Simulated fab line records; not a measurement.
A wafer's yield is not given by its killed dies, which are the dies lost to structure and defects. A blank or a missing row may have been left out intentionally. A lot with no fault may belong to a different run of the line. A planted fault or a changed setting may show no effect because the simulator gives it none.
Chamber matching :: flow n5-finfet :: 4 sister chambers for N5_MOL_CONTACT_COAG_STRIP_72 on rie-diel-01
The step strips in N2/H2. 18 wafers are shown with their chamber, then 9 later ones without.

WAFERS WITH THEIR CHAMBER
wafer: L075.1
chamber: 1
drypump-motor-current-A (A): 6.1
throttle-valve-pct (%): 24.0
showerhead-plenum-p-Torr (Torr): 2.54

wafer: L075.4
chamber: 0
drypump-motor-current-A (A): 5.5
throttle-valve-pct (%): 23.4
showerhead-plenum-p-Torr (Torr): 2.58

wafer: L075.5
chamber: 1
drypump-motor-current-A (A): 6.1
throttle-valve-pct (%): 23.9
showerhead-plenum-p-Torr (Torr): 2.54

wafer: L080.2
chamber: 0
drypump-motor-current-A (A): 5.5
throttle-valve-pct (%): 23.4
showerhead-plenum-p-Torr (Torr): 2.57

wafer: L080.3
chamber: 2
drypump-motor-current-A (A): 6.3
throttle-valve-pct (%): 23.3
showerhead-plenum-p-Torr (Torr): 2.61

wafer: L080.4
chamber: 3
drypump-motor-current-A (A): 5.3
throttle-valve-pct (%): 23.5
showerhead-plenum-p-Torr (Torr): 2.53

wafer: L082.2
chamber: 1
drypump-motor-current-A (A): 6.1
throttle-valve-pct (%): 23.9
showerhead-plenum-p-Torr (Torr): 2.54

wafer: L082.3
chamber: 3
drypump-motor-current-A (A): 5.3
throttle-valve-pct (%): 23.6
showerhead-plenum-p-Torr (Torr): 2.53

wafer: L082.6
chamber: 0
drypump-motor-current-A (A): 5.5
throttle-valve-pct (%): 23.4
showerhead-plenum-p-Torr (Torr): 2.57

wafer: L089.2
chamber: 3
drypump-motor-current-A (A): 5.3
throttle-valve-pct (%): 23.5
showerhead-plenum-p-Torr (Torr): 2.52

wafer: L089.4
chamber: 2
drypump-motor-current-A (A): 6.4
throttle-valve-pct (%): 23.3
showerhead-plenum-p-Torr (Torr): 2.60

wafer: L089.6
chamber: 1
drypump-motor-current-A (A): 6.1
throttle-valve-pct (%): 24.0
showerhead-plenum-p-Torr (Torr): 2.53

wafer: L090.1
chamber: 0
drypump-motor-current-A (A): 5.5
throttle-valve-pct (%): 23.4
showerhead-plenum-p-Torr (Torr): 2.56

wafer: L090.2
chamber: 2
drypump-motor-current-A (A): 6.3
throttle-valve-pct (%): 23.3
showerhead-plenum-p-Torr (Torr): 2.60

wafer: L090.6
chamber: 0
drypump-motor-current-A (A): 5.4
throttle-valve-pct (%): 23.4
showerhead-plenum-p-Torr (Torr): 2.56

wafer: L092.1
chamber: 0
drypump-motor-current-A (A): 5.4
throttle-valve-pct (%): 23.4
showerhead-plenum-p-Torr (Torr): 2.56

wafer: L092.2
chamber: 1
drypump-motor-current-A (A): 6.1
throttle-valve-pct (%): 24.0
showerhead-plenum-p-Torr (Torr): 2.53

wafer: L092.4
chamber: 3
drypump-motor-current-A (A): 5.3
throttle-valve-pct (%): 23.6
showerhead-plenum-p-Torr (Torr): 2.52

SIGNATURES (averages over the wafers above)
reading: drypump-motor-current-A
chamber 0: 5.467
chamber 1: 6.100
chamber 2: 6.333
chamber 3: 5.300
scatter within a chamber: 0.0378

reading: throttle-valve-pct
chamber 0: 23.400
chamber 1: 23.960
chamber 2: 23.300
chamber 3: 23.550
scatter within a chamber: 0.0396

reading: showerhead-plenum-p-Torr
chamber 0: 2.5667
chamber 1: 2.5360
chamber 2: 2.6033
chamber 3: 2.5250
scatter within a chamber: 0.00665
Rule: a wafer's distance from a chamber is the root of the sum, over the readings, of the square of ((its reading less the chamber's mean) divided by the reading's scatter). If the next closest chamber is less than 2 further off than the closest, the wafer can't be placed; otherwise it belongs to the closest. The scatter: the root of (the sum of the squares of (reading less its chamber's mean) over the shown wafers, divided by (wafers less chambers)).

WAFERS MISSING THEIR CHAMBER
wafer: L093.1
drypump-motor-current-A (A): 6.1
throttle-valve-pct (%): 23.9
showerhead-plenum-p-Torr (Torr): 2.53

wafer: L093.3
drypump-motor-current-A (A): 5.5
throttle-valve-pct (%): 23.5
showerhead-plenum-p-Torr (Torr): 2.56

wafer: L093.4
drypump-motor-current-A (A): 6.4
throttle-valve-pct (%): 23.3
showerhead-plenum-p-Torr (Torr): 2.60

wafer: L095.2
drypump-motor-current-A (A): 5.3
throttle-valve-pct (%): 23.6
showerhead-plenum-p-Torr (Torr): 2.52

wafer: L095.4
drypump-motor-current-A (A): 5.5
throttle-valve-pct (%): 23.5
showerhead-plenum-p-Torr (Torr): 2.56

wafer: L095.5
drypump-motor-current-A (A): 5.3
throttle-valve-pct (%): 23.6
showerhead-plenum-p-Torr (Torr): 2.52

wafer: L096.1
drypump-motor-current-A (A): 5.5
throttle-valve-pct (%): 23.5
showerhead-plenum-p-Torr (Torr): 2.56

wafer: L096.4
drypump-motor-current-A (A): 5.3
throttle-valve-pct (%): 23.5
showerhead-plenum-p-Torr (Torr): 2.52

wafer: L096.5
drypump-motor-current-A (A): 6.4
throttle-valve-pct (%): 23.4
showerhead-plenum-p-Torr (Torr): 2.60

CHAMBER TAKEN BY EACH
wafer: L093.1
from the rows above: 1
in truth: 1

wafer: L093.3
from the rows above: 0
in truth: 0

wafer: L093.4
from the rows above: 2
in truth: 2

wafer: L095.2
from the rows above: 3
in truth: 3

wafer: L095.4
from the rows above: 0
in truth: 0

wafer: L095.5
from the rows above: 3
in truth: 3

wafer: L096.1
from the rows above: 0
in truth: 0

wafer: L096.4
from the rows above: 3
in truth: 3

wafer: L096.5
from the rows above: 2
in truth: 2
Correctly placed: 9 of 9. Number that these rows cannot place: 0. Wrongly placed: 0.
